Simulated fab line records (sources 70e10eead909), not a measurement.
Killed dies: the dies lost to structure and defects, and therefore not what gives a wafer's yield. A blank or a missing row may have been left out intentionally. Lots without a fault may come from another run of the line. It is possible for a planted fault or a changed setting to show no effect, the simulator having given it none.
fab line records	flow nandHarc
record lots=6	wafers=18	lastDay=32
route steps=1302 shown A_CHANNEL_HOLE_D2@582 END@1302
lots untouched by any fault: they come from a run of this same line in which no faults occurred
startH: hours from the record's opening day to when the first of the lot's shown wafers began	waitH: time in hours since the lot's previous step	" same as the row above	L1.1+2: several wafers, shown together as one row	- no value, or no start was given	* or withheld: withheld	< > ~ a bound
route shown NAME@n: NAME is a module with steps in the file, n the number in the route of the first one	usual: the fault-free wafers' mean and standard deviation	same: alike in all rows	chamber/n: place in a boat	sites: each site's reading	_std_site: the values' standard deviation	_edge_site: the outer-site mean with the inner-site mean subtracted	radiusMm: for every site, how far away it sits from the centre of the wafer	mask NAME#n: copy n	behind: tool/chamber where the wafer was last shaped	hold: reason for holding the lot/hours on hold/outcome of the hold	device: the transistor (n, p or np) that didn't switch	end of line: the same wafers' tests at the end of the route	a step with no rows: only its recipe	killed: dies that structure and defects cost at the first sort, which is not the same as the wafer's yield	map: dies across one wafer; x = killed, . = not, _ = none there
set.NAME: the setting that was run; set.NAME@STEP: the one run at that earlier step	model.NAME: the simulator's own value behind a step, which no gauge read
lots at selected steps of the route; one table per step, one row per wafer
services: when a tool's chamber went out of use (startH, in hours from the record's first day, below 0 if earlier), for how many hours, and the reason
## steps
# step NHARC_A_CHANNEL_HOLE_D2_CD_MEAS_10
# recipe targetCdNm=100	landingEnergyEv=500
# usual cdNm=100.1/0.69
lot.wafer	tool	chamber	startH	waitH	cdNm
L335.1	cdSem-03	0	292.57	-	100.1
L335.5	"	0	"	"	101.3
L335.6	"	0	"	"	100.0
L337.1	cdSem-03	0	311.01	-	100.0
L337.4	"	0	"	"	99.4
L337.5	"	0	"	"	100.1
L350.1	cdSem-01	0	447.33	-	99.8
L350.2	"	0	"	"	99.4
L350.3	"	0	"	"	99.9
L353.2	cdSem-01	0	473.63	-	99.4
L353.4	"	0	"	"	99.4
L353.6	"	0	"	"	99.1
L357.1	cdSem-03	0	500.28	-	100.3
L357.2	"	0	"	"	101.0
L357.4	"	0	"	"	100.5
L355.2	cdSem-01	0	500.68	-	101.0
L355.5	"	0	"	"	100.7
L355.6	"	0	"	"	100.5
# step NHARC_A_CHANNEL_HOLE_D2_OVL_MEAS_11
# usual overlayXNm=0.2/0.97	overlayYNm=0.0/0.87
lot.wafer	tool	chamber	startH	waitH	overlayXNm	overlayYNm
L335.1	overlay-01	-	292.66	-	0.8	-0.6
L335.5	"	-	"	"	1.1	0.0
L335.6	"	-	"	"	1.0	0.7
L337.1	overlay-02	-	311.10	-	0.6	-0.5
L337.4	"	-	"	"	1.3	0.3
L337.5	"	-	"	"	0.8	-0.3
L350.1	overlay-01	-	447.41	-	1.2	0.8
L350.2	"	-	"	"	1.5	1.1
L350.3	"	-	"	"	1.4	1.0
L353.2	overlay-02	-	473.72	-	-0.1	0.9
L353.4	"	-	"	"	0.4	0.0
L353.6	"	-	"	"	0.7	0.4
L357.1	overlay-02	-	500.36	-	0.9	-1.5
L357.2	"	-	"	"	0.9	-1.2
L357.4	"	-	"	"	0.8	-1.5
L355.2	overlay-01	-	500.77	-	0.7	0.1
L355.5	"	-	"	"	0.9	0.6
L355.6	"	-	"	"	0.3	0.5
# step NHARC_A_CHANNEL_HOLE_D2_INSPECT_12
# usual rawDefectCount=29/23
lot.wafer	tool	chamber	startH	waitH	rawDefectCount
L335.1	defectInspect-01	-	292.70	0.0	7
L335.5	"	-	"	"	4
L335.6	"	-	"	"	5
L337.1	defectInspect-01	-	311.14	0.0	54
L337.4	"	-	"	"	48
L337.5	"	-	"	"	61
L350.1	defectInspect-02	-	447.45	0.0	62
L350.2	"	-	"	"	58
L350.3	"	-	"	"	57
L353.2	defectInspect-01	-	473.76	0.0	65
L353.4	"	-	"	"	58
L353.6	"	-	"	"	45
L357.1	defectInspect-02	-	500.40	0.0	2
L357.2	"	-	"	"	4
L357.4	"	-	"	"	3
L355.2	defectInspect-02	-	500.80	0.0	20
L355.5	"	-	"	"	20
L355.6	"	-	"	"	21
# step NHARC_A_CHANNEL_HOLE_D2_DESCUM_15
# recipe timeS=3	o2FlowSccm=200	arFlowSccm=0	biasPowerW=0	chemistry=O2
# step NHARC_A_CHANNEL_HOLE_D2_ETCH_38
# recipe targetDepthA=390	overEtchFrac=0.3	timeS=65	ionEnergyEv=80	cf4FlowSccm=150	arFlowSccm=0	rfW=300	biasW=100	chemistry=CF4
# usual drypumpMotorCurrentA=5.8/0.37	oesProductAu=0.999/0.013	rfFwdPowerW=297.3/1.1	rfVppV=151.3/1	showerheadPlenumPTorr=1.77/0.04	throttleValvePct=13.284/0.0086
lot.wafer	tool	chamber	startH	waitH	drypumpMotorCurrentA	oesProductAu	rfFwdPowerW	rfHoursCounterH	rfVppV	showerheadPlenumPTorr	throttleValvePct
L335.1	rieDiel-09	3	292.86	0.1	6.3	1.018	296.8	6.2	151.8	1.76	13.284
L335.5	"	1	"	"	6.2	0.974	296.5	-	151.2	1.79	13.287
L335.6	"	2	"	"	6.0	0.993	296.2	-	151.3	1.83	13.280
L337.1	rieDiel-12	1	311.29	0.1	5.9	0.995	298.1	1.2	151.2	1.74	13.284
L337.4	"	2	"	"	5.2	1.010	295.1	1.9	151.6	1.72	13.285
L337.5	"	1	"	"	5.9	0.989	297.6	-	148.7	1.74	13.272
L350.2	rieDiel-09	3	447.60	0.1	6.3	0.989	299.0	5.9	151.8	1.76	13.276
L350.1	"	0	"	"	5.6	0.983	299.4	7.5	150.2	1.70	13.267
L350.3	"	1	"	"	6.1	0.984	297.2	6.8	150.5	1.79	13.273
L353.2	rieDiel-09	2	473.90	0.1	6.0	1.006	296.7	10.1	153.0	1.82	13.289
L353.4	"	0	"	"	5.6	0.974	297.6	10.3	151.7	1.70	13.279
L353.6	"	3	"	"	6.3	0.986	296.0	-	150.3	1.76	13.300
L357.2	rieDiel-12	2	500.55	0.1	5.2	1.008	296.4	2.3	150.9	1.71	13.285
L357.4	"	3	"	"	6.7	1.001	295.8	2.9	151.2	1.76	13.287
L357.1	"	0	"	"	5.6	0.990	299.5	2.7	151.7	1.82	13.293
L355.2	rieDiel-12	0	500.96	0.1	5.6	0.988	298.6	2.9	153.4	1.82	13.293
L355.6	"	0	"	"	5.5	0.986	298.9	-	151.3	1.82	13.293
L355.5	"	1	"	"	5.9	1.002	298.1	-	150.8	1.74	13.284
# step NHARC_A_CHANNEL_HOLE_D2_ETCH_39
# recipe targetDepthA=2600	overEtchFrac=0.3	timeS=325	ionEnergyEv=200	n2FlowSccm=150	h2FlowSccm=150	arFlowSccm=0	rfW=400	biasW=150	chemistry=N2/H2
# step NHARC_A_CHANNEL_HOLE_D2_ETCH_34
# recipe targetDepthA=1540	timeS=77	cf4FlowSccm=100	chf3FlowSccm=30	arFlowSccm=0	rfW=500	biasW=200	chemistry=CF4/CHF3
# usual drypumpMotorCurrentA=5.8/0.37	oesProductAu=0.957/0.019	rfFwdPowerW=496.2/1.7	rfVppV=370.6/1.5	showerheadPlenumPTorr=1.57/0.036	throttleValvePct=16.802/0.0092
lot.wafer	tool	chamber	startH	waitH	drypumpMotorCurrentA	oesProductAu	rfFwdPowerW	rfHoursCounterH	rfVppV	showerheadPlenumPTorr	throttleValvePct
L335.1	rieDiel-09	1	-	-	6.2	0.947	493.4	6.9	371.7	1.59	16.803
L335.6	"	1	"	"	6.2	0.942	494.6	-	370.4	1.59	16.799
L335.5	"	2	"	"	5.9	0.958	495.0	-	373.4	1.63	16.812
L337.1	rieDiel-12	1	-	-	5.9	0.972	495.6	1.4	370.7	1.55	16.818
L337.4	"	2	"	"	5.2	0.970	494.8	2.0	369.4	1.53	16.796
L337.5	"	1	"	"	6.0	0.974	495.5	-	369.7	1.55	16.805
L350.2	rieDiel-09	1	-	-	6.2	0.950	495.1	6.9	371.6	1.59	16.805
L350.3	"	3	"	"	6.3	0.978	499.4	6.1	369.6	1.57	16.808
L350.1	"	0	"	"	5.6	0.955	495.6	7.7	367.6	1.51	16.809
L353.4	rieDiel-09	3	-	-	6.3	0.975	497.6	9.8	371.9	1.57	16.799
L353.2	"	1	"	"	6.2	0.952	496.2	9.0	369.3	1.59	16.797
L353.6	"	3	"	"	6.3	0.962	498.9	-	369.8	1.57	16.802
L357.1	rieDiel-12	1	-	-	6.0	0.966	496.0	2.3	368.8	1.55	16.812
L357.2	"	2	"	"	5.2	0.971	493.4	2.4	369.3	1.53	16.802
L357.4	"	0	"	"	5.6	0.956	497.8	2.9	373.0	1.62	16.815
L355.2	rieDiel-12	3	-	-	6.6	0.965	494.2	3.8	370.7	1.56	16.803
L355.6	"	0	"	"	5.6	0.943	497.3	-	372.1	1.62	16.803
L355.5	"	1	"	"	5.9	0.950	496.9	-	369.8	1.55	16.798
# step NHARC_A_CHANNEL_HOLE_D2_ETCH_16
# recipe targetDepthA=31000	overEtchFrac=0.3	timeS=806	ionEnergyEv=150	o2FlowSccm=400	cosFlowSccm=20	arFlowSccm=0	rfW=500	biasW=300	chemistry=O2/COS
# step NHARC_A_CHANNEL_HOLE_D2_CD_MEAS_18
# usual cdNm=100/3.7
lot.wafer	tool	chamber	startH	waitH	cdNm
L335.1	cdSem-03	-	293.87	-	96
L335.5	"	-	"	"	95
L335.6	"	-	"	"	100
L337.1	cdSem-03	-	312.31	-	95
L337.4	"	-	"	"	100
L337.5	"	-	"	"	98
L350.1	cdSem-01	-	448.62	-	95
L350.2	"	-	"	"	97
L350.3	"	-	"	"	95
L353.2	cdSem-02	-	474.93	-	98
L353.4	"	-	"	"	96
L353.6	"	-	"	"	94
L357.1	cdSem-01	-	501.59	-	101
L357.2	"	-	"	"	96
L357.4	"	-	"	"	101
L355.2	cdSem-03	-	502.30	-	99
L355.5	"	-	"	"	99
L355.6	"	-	"	"	98
# step NHARC_A_CHANNEL_HOLE_D2_ETCH_19
# recipe biasV=1200	sourceW=2500	pressureMtorr=15	timeS=34.5	arFlowSccm=375	c4f8FlowSccm=28.8	o2FlowSccm=96.2	tempC=-20	targetDepthA=*	chemistry=C4F8/O2/Ar
# step NHARC_A_CHANNEL_HOLE_D2_ETCH_20
# recipe biasV=3000	sourceW=withheld	pressureMtorr=20	timeS=361.9	arFlowSccm=375	c4f8FlowSccm=89.3	o2FlowSccm=35.7	tempC=-20	targetDepthA=16000	chemistry=C4F8/O2/Ar
# step NHARC_A_CHANNEL_HOLE_D2_ETCH_21
# recipe biasV=3000	sourceW=withheld	pressureMtorr=20	timeS=514.3	arFlowSccm=375	c4f8FlowSccm=89.3	o2FlowSccm=35.7	tempC=-20	targetDepthA=16000	chemistry=C4F8/O2/Ar
# step NHARC_A_CHANNEL_HOLE_D2_ETCH_22
# recipe biasV=3000	sourceW=withheld	pressureMtorr=20	timeS=666.7	arFlowSccm=375	c4f8FlowSccm=89.3	o2FlowSccm=35.7	tempC=-20	targetDepthA=16000	chemistry=C4F8/O2/Ar
# usual drypumpMotorCurrentA=6.0/0.46	showerheadPlenumPTorr=3.62/0.14	throttleValvePct=32.156/0.0096
lot.wafer	tool	chamber	startH	waitH	drypumpMotorCurrentA	rfHoursCounterH	showerheadPlenumPTorr	throttleValvePct
L335.1	harEtch-02	1	297.68	0.4	5.7	352	3.51	32.136
L335.6	"	0	"	"	5.5	-	3.65	32.147
L335.5	"	1	"	"	5.6	-	3.51	32.160
L337.1	harEtch-02	0	313.34	0.4	5.5	360	3.64	32.151
L337.4	"	1	"	"	5.6	-	3.50	32.150
L337.5	"	1	"	"	5.6	-	3.50	32.169
L350.2	harEtch-02	0	449.56	0.4	5.5	32	3.61	32.164
L350.1	"	1	"	"	5.6	32	3.91	32.153
L350.3	"	0	"	"	5.5	-	3.61	32.135
L353.2	harEtch-02	1	477.14	0.4	5.7	50	3.90	32.154
L353.4	"	0	"	"	5.5	-	3.60	32.169
L353.6	"	1	"	"	5.7	-	3.90	32.165
L357.2	harEtch-01	1	502.54	0.4	6.4	280	3.63	32.146
L357.1	"	0	"	"	6.5	280	3.45	32.146
L357.4	"	0	"	"	6.6	-	3.45	32.163
L355.2	harEtch-01	0	506.71	0.4	6.5	284	3.45	32.168
L355.5	"	0	"	"	6.5	-	3.44	32.163
L355.6	"	1	"	"	6.4	-	3.63	32.139
# step NHARC_A_CHANNEL_HOLE_D2_ETCH_23
# recipe biasV=5000	sourceW=withheld	pressureMtorr=20	timeS=819	arFlowSccm=375	c4f8FlowSccm=89.3	o2FlowSccm=35.7	tempC=-20	targetDepthA=16000	chemistry=C4F8/O2/Ar
# step NHARC_A_CHANNEL_HOLE_D2_ETCH_24
# recipe biasV=5000	sourceW=withheld	pressureMtorr=20	timeS=906.2	arFlowSccm=375	c4f8FlowSccm=93.8	o2FlowSccm=31.2	tempC=-20	targetDepthA=15000	chemistry=C4F8/O2/Ar
# usual drypumpMotorCurrentA=6.0/0.45	showerheadPlenumPTorr=3.62/0.14	throttleValvePct=32.234/0.0097
lot.wafer	tool	chamber	startH	waitH	drypumpMotorCurrentA	rfHoursCounterH	showerheadPlenumPTorr	throttleValvePct
L335.1	harEtch-02	1	298.96	0.6	5.7	353	3.50	32.242
L335.6	"	0	"	"	5.5	-	3.64	32.241
L335.5	"	1	"	"	5.6	-	3.50	32.239
L337.1	harEtch-02	0	314.64	0.6	5.5	361	3.64	32.226
L337.4	"	1	"	"	5.7	-	3.50	32.224
L337.5	"	1	"	"	5.6	-	3.50	32.233
L350.2	harEtch-02	0	450.82	0.6	5.5	33	3.60	32.227
L350.1	"	1	"	"	5.7	33	3.91	32.238
L350.3	"	0	"	"	5.5	-	3.60	32.242
L353.2	harEtch-02	1	478.44	0.6	5.7	52	3.90	32.220
L353.4	"	0	"	"	5.5	-	3.59	32.225
L353.6	"	1	"	"	5.6	-	3.90	32.244
L357.2	harEtch-01	1	503.81	0.6	6.4	281	3.62	32.230
L357.1	"	0	"	"	6.6	281	3.44	32.231
L357.4	"	0	"	"	6.5	-	3.44	32.238
L355.2	harEtch-01	0	507.97	0.6	6.5	285	3.44	32.242
L355.5	"	0	"	"	6.5	-	3.44	32.229
L355.6	"	1	"	"	6.4	-	3.62	32.242
# step NHARC_A_CHANNEL_HOLE_D2_ETCH_25
# recipe biasV=5000	sourceW=withheld	pressureMtorr=20	timeS=1040.2	arFlowSccm=375	c4f8FlowSccm=93.8	o2FlowSccm=31.2	tempC=-20	targetDepthA=15000	chemistry=C4F8/O2/Ar
# step NHARC_A_CHANNEL_HOLE_D2_ETCH_26
# recipe biasV=300	sourceW=2000	pressureMtorr=30	timeS=224.1	arFlowSccm=375	c4f8FlowSccm=11.4	o2FlowSccm=113.6	tempC=-20	targetDepthA=3000	chemistry=C4F8/O2/Ar
# step NHARC_A_CHANNEL_HOLE_D2_ETCH_27
# recipe biasV=400	sourceW=2000	pressureMtorr=25	timeS=90	arFlowSccm=375	c4f8FlowSccm=41.7	o2FlowSccm=83.3	tempC=-20	targetDepthA=4000	chemistry=C4F8/O2/Ar
# step NHARC_A_CHANNEL_HOLE_D2_STRIP_41
# recipe n2FlowSccm=150	h2FlowSccm=150	arFlowSccm=0	biasW=0	chemistry=N2/H2
# step NHARC_A_CHANNEL_HOLE_D2_STRIP_42
# recipe cf4FlowSccm=100	chf3FlowSccm=30	arFlowSccm=0	biasW=0	chemistry=CF4/CHF3
# step NHARC_A_CHANNEL_HOLE_D2_STRIP_43
# recipe o2FlowSccm=400	cosFlowSccm=20	arFlowSccm=0	biasW=0	chemistry=O2/COS
# step NHARC_A_CHANNEL_HOLE_D2_ETCH_44
# recipe targetDepthA=1400	overetchA=140	timeS=77	ionEnergyEv=100	cf4FlowSccm=80	o2FlowSccm=20	arFlowSccm=0	rfW=300	biasW=100	chemistry=CF4/O2
# usual drypumpMotorCurrentA=5.8/0.35	oes_o_777_au=1.000/0.0047	oesProductAu=0.999/0.012	rfFwdPowerW=297.5/1	rfVppV=197.7/1.1	showerheadPlenumPTorr=1.34/0.031	throttleValvePct=13.397/0.0097
lot.wafer	tool	chamber	startH	waitH	drypumpMotorCurrentA	oes_o_777_au	oesProductAu	rfFwdPowerW	rfHoursCounterH	rfVppV	showerheadPlenumPTorr	throttleValvePct
L335.1	rieDiel-12	2	301.92	0.5	5.2	0.997	1.003	297.8	1.5	196.2	1.29	13.384
L335.5	"	3	"	"	6.6	0.996	0.991	298.5	-	198.0	1.33	13.389
L335.6	"	0	"	"	5.6	1.003	0.996	299.8	-	198.3	1.38	13.385
L337.1	rieDiel-12	2	317.11	0.1	5.2	1.000	1.001	296.4	2.2	196.3	1.29	13.395
L337.4	"	3	"	"	6.6	1.001	0.994	297.4	2.5	200.0	1.33	13.401
L337.5	"	0	"	"	5.6	1.011	0.983	298.0	-	198.1	1.38	13.379
L350.1	rieDiel-02	1	453.42	0.1	5.5	1.003	1.012	298.0	2.7	198.0	1.34	13.389
L350.3	"	2	"	"	5.5	1.007	1.006	297.8	2.8	198.7	1.36	13.414
L350.2	"	3	"	"	5.9	1.009	1.007	297.8	2.8	197.6	1.30	13.408
L353.2	rieDiel-02	1	480.90	0.1	5.5	0.998	1.013	298.3	4.5	197.3	1.34	13.397
L353.4	"	3	"	"	5.9	1.004	1.010	296.4	4.6	195.1	1.30	13.373
L353.6	"	1	"	"	5.5	1.003	0.997	298.3	-	197.7	1.34	13.390
L357.4	rieDiel-12	1	506.41	0.1	6.0	1.008	1.012	297.8	3.0	195.6	1.31	13.391
L357.1	"	2	"	"	5.2	0.997	1.008	296.8	3.2	197.0	1.29	13.407
L357.2	"	0	"	"	5.5	1.001	0.985	298.6	3.9	199.6	1.37	13.393
L355.2	rieDiel-09	2	510.60	0.1	6.0	1.001	0.991	296.5	0.2	198.8	1.38	13.395
L355.5	"	3	"	"	6.3	1.003	0.988	300.3	-	197.0	1.33	13.409
L355.6	"	0	"	"	5.7	1.001	1.013	298.1	-	195.7	1.28	13.398
# step NHARC_A_CHANNEL_HOLE_D2_STRIP_28
# recipe o2FlowSccm=500	arFlowSccm=0	biasW=0	chemistry=O2
# usual drypumpMotorCurrentA=5.8/0.37	oesProductAu=0.999/0.01	rfVppV=57.9/0.89	showerheadPlenumPTorr=3.53/0.077	throttleValvePct=17.036/0.0094
lot.wafer	tool	chamber	startH	waitH	drypumpMotorCurrentA	oesProductAu	rfHoursCounterH	rfVppV	showerheadPlenumPTorr	throttleValvePct
L335.1	rieDiel-12	2	-	-	5.3	1.001	1.6	59.2	3.43	17.050
L335.5	"	2	"	"	5.2	1.001	-	56.7	3.43	17.040
L335.6	"	3	"	"	6.6	0.998	-	58.0	3.51	17.033
L337.1	rieDiel-12	1	-	-	6.0	0.993	1.7	56.1	3.48	17.039
L337.4	"	0	"	"	5.6	0.981	2.0	58.2	3.63	17.049
L337.5	"	2	"	"	5.2	1.010	-	57.4	3.43	17.024
L350.1	rieDiel-02	3	-	-	6.0	1.015	2.9	59.2	3.45	17.025
L350.2	"	1	"	"	5.5	1.014	2.7	58.3	3.54	17.040
L350.3	"	2	"	"	5.5	1.011	2.9	58.0	3.59	17.041
L353.2	rieDiel-02	3	-	-	6.0	0.996	4.6	58.2	3.45	17.035
L353.4	"	1	"	"	5.5	1.006	4.6	58.6	3.54	17.029
L353.6	"	3	"	"	6.0	1.009	-	59.4	3.45	17.050
L357.1	rieDiel-12	0	-	-	5.6	0.983	3.9	56.4	3.63	17.034
L357.2	"	2	"	"	5.2	0.995	3.3	56.5	3.42	17.038
L357.4	"	3	"	"	6.7	0.992	4.3	57.7	3.50	17.046
L355.2	rieDiel-09	0	-	-	5.6	1.006	0.2	58.8	3.38	17.038
L355.5	"	1	"	"	6.2	0.986	-	57.5	3.56	17.032
L355.6	"	2	"	"	6.0	0.996	-	58.1	3.64	17.050
# step NHARC_A_CHANNEL_HOLE_D2_PRECLEAN_29
# recipe timeS=*	tempC=50	bathAgeMin=0	chemistry=SC1
# step NHARC_A_CHANNEL_HOLE_D2_SRD_30
# step NHARC_A_CHANNEL_HOLE_D2_CD_MEAS_31
# usual cdNm=90.0/1.7
lot.wafer	tool	chamber	startH	waitH	cdNm
L335.1	cdSem-02	-	302.69	-	92.2
L335.5	"	-	"	"	89.8
L335.6	"	-	"	"	93.6
L337.1	cdSem-02	-	317.89	-	91.8
L337.4	"	-	"	"	86.2
L337.5	"	-	"	"	89.6
L350.1	cdSem-03	-	454.21	-	91.6
L350.2	"	-	"	"	87.5
L350.3	"	-	"	"	88.4
L353.2	cdSem-01	-	481.71	-	90.4
L353.4	"	-	"	"	87.5
L353.6	"	-	"	"	88.3
L357.1	cdSem-01	-	507.20	-	91.3
L357.2	"	-	"	"	91.9
L357.4	"	-	"	"	92.3
L355.2	cdSem-03	-	511.38	-	88.9
L355.5	"	-	"	"	92.2
L355.6	"	-	"	"	89.4
# step NHARC_A_CHANNEL_HOLE_D2_XSEM_32
# recipe landingEnergyEv=35000
# usual botCdNm=74.6/1.7	bowNm=8.59/0.23	tiltDeg=0.08/0.043
lot.wafer	tool	chamber	startH	waitH	botCdNm	bowNm	tiltDeg
L335.1	xsem-02	0	302.79	0.1	76.5	8.83	0.06
L335.5	"	0	"	"	73.7	8.84	0.06
L335.6	"	0	"	"	78.2	8.82	0.06
L337.1	xsem-02	0	317.98	0.1	75.8	8.84	0.02
L337.4	"	0	"	"	71.0	8.82	0.02
L337.5	"	0	"	"	73.8	8.87	0.02
L350.1	xsem-02	0	454.31	0.1	75.3	8.05	0.06
L350.2	"	0	"	"	73.0	12.38	0.07
L350.3	"	0	"	"	72.8	12.45	0.06
L353.2	xsem-02	0	481.80	0.1	76.3	8.75	0.08
L353.4	"	0	"	"	73.7	13.36	0.08
L353.6	"	0	"	"	74.7	8.65	0.08
L357.1	xsem-02	0	507.29	0.1	74.8	8.68	0.04
L357.2	"	0	"	"	77.4	8.72	0.04
L357.4	"	0	"	"	76.5	8.62	0.04
L355.2	xsem-02	0	511.47	0.1	73.8	8.31	0.05
L355.5	"	0	"	"	77.2	8.26	0.05
L355.6	"	0	"	"	74.3	8.35	0.05
# step NHARC_A_CHANNEL_HOLE_D2_INSPECT_40
# usual rawDefectCount=300/100
lot.wafer	tool	chamber	startH	waitH	rawDefectCount
L335.1	defectInspect-01	-	302.88	-	329
L335.5	"	-	"	"	303
L335.6	"	-	"	"	438
L337.1	defectInspect-01	-	318.08	-	285
L337.4	"	-	"	"	350
L337.5	"	-	"	"	365
L350.1	defectInspect-02	-	454.40	-	200
L350.2	"	-	"	"	225
L350.3	"	-	"	"	259
L353.2	defectInspect-02	-	481.89	-	246
L353.4	"	-	"	"	298
L353.6	"	-	"	"	256
L357.1	defectInspect-01	-	507.39	-	287
L357.2	"	-	"	"	293
L357.4	"	-	"	"	351
L355.2	defectInspect-02	-	511.57	-	289
L355.5	"	-	"	"	333
L355.6	"	-	"	"	357
# step NHARC_END_SORT_01
# recipe tempC=25
# usual killedAtArray=54/12	killedAtOther=0.7/1.1	killedAtPeriphery=3.9/2.8	killedDies=59/13	killedOpen=3.4/2	killedShort=2.5/1.7
# same grossDies=677
lot.wafer	tool	chamber	startH	waitH	killedAtArray	killedAtOther	killedAtPeriphery	killedDies	killedOpen	killedShort
L337.1	prober-01	0	585.11	2.5	45	0	14	59	4	0
L337.4	prober-01	0	587.51	3.4	56	1	8	65	0	4
L337.5	prober-01	0	588.31	3.7	66	0	5	71	2	1
# killed by level:class
L337.1 A_CHANNEL_HOLE_D1:chamberFilmFlake=20 A_CHANNEL_HOLE_D2:chamberFilmFlake=16 P_BONDPAD:chamberFilmFlake=6 P_GATE:chamberFilmFlake=4 A_STAIRCASE:chamberFilmFlake=3 P_STI:chamberFilmFlake=2 A_DECK1_JOINT:chamberFilmFlake=2 P_GATE:geometricParticle:open=1
L337.4 A_CHANNEL_HOLE_D2:chamberFilmFlake=27 A_CHANNEL_HOLE_D1:chamberFilmFlake=21 P_BONDPAD:chamberFilmFlake=3 P_GATE:chamberFilmFlake=2 A_STAIRCASE:chamberFilmFlake=2 A_DECK1_JOINT:chamberFilmFlake=2 P_CONTACT:geometricParticle:short=1 A_ONON_D1:geometricParticle:short=1
L337.5 A_CHANNEL_HOLE_D1:chamberFilmFlake=30 A_CHANNEL_HOLE_D2:chamberFilmFlake=25 A_STAIRCASE:chamberFilmFlake=4 P_GATE:chamberFilmFlake=3 A_WL_FILL:chamberFilmFlake=2 A_CONTACT:chamberFilmFlake=2 P_STI:geometricParticle:short=1 A_BLC:geometricParticle:open=1
## services
tool	chamber	startH	hours	kind
rieDiel-12	0	277.40	-	clean
rieDiel-12	1	277.40	-	clean
rieDiel-12	2	277.40	-	clean
rieDiel-12	3	277.40	-	clean
rieDiel-09	1	278.84	10.1	repair
rieDiel-12	0	301.90	-	clean
rieDiel-12	1	301.90	-	clean
rieDiel-12	2	301.90	-	clean
rieDiel-12	3	301.90	-	clean
rieDiel-02	1	311.72	13.4	repair
rieDiel-09	-	320.10	9.0	pm
rieDiel-12	0	326.42	-	clean
rieDiel-12	-	328.39	0.2	repair
rieDiel-12	0	360.44	36.9	repair
rieDiel-09	3	376.95	15.9	repair
harEtch-02	-	377.00	17.0	pm
rieDiel-02	-	393.77	9.0	pm
rieDiel-12	0	401.27	20.3	repair
rieDiel-09	1	423.97	8.8	repair
rieDiel-09	2	425.46	6.1	repair
rieDiel-12	-	445.40	9.0	pm
rieDiel-12	2	477.75	9.0	repair
rieDiel-09	-	497.10	9.0	pm
rieDiel-12	1	503.73	2.2	repair
## key
firstSign step=NHARC_A_CHANNEL_HOLE_D2_XSEM_32	reading=bowNm	direction=up	sigmas=18	usual=8.59	struck=12.73
effect none on later readings
metAt NHARC_A_CHANNEL_HOLE_D2_ETCH_22
struckWafers L350.2,L350.3,L353.4
testerLeftOut L350,L353
onsetBetween 313.34 449.56
fault kind=processParameterDrift	tool=harEtch-02	chamber=0	onsetH=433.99	steps=NHARC_A_CHANNEL_HOLE_D2_ETCH_22	channel=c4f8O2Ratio	offset=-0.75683	shape=step	endH=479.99	actsIn=theseRecipesOnly	stated=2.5
# testerLeftOut: of these lots the tester's yield and bins aren't shown, on N5 and GAA mostly nor the transistor test; their killed dies are dies lost to structure and defects alone, not to doping, threshold or leakage, so they don't give the yield
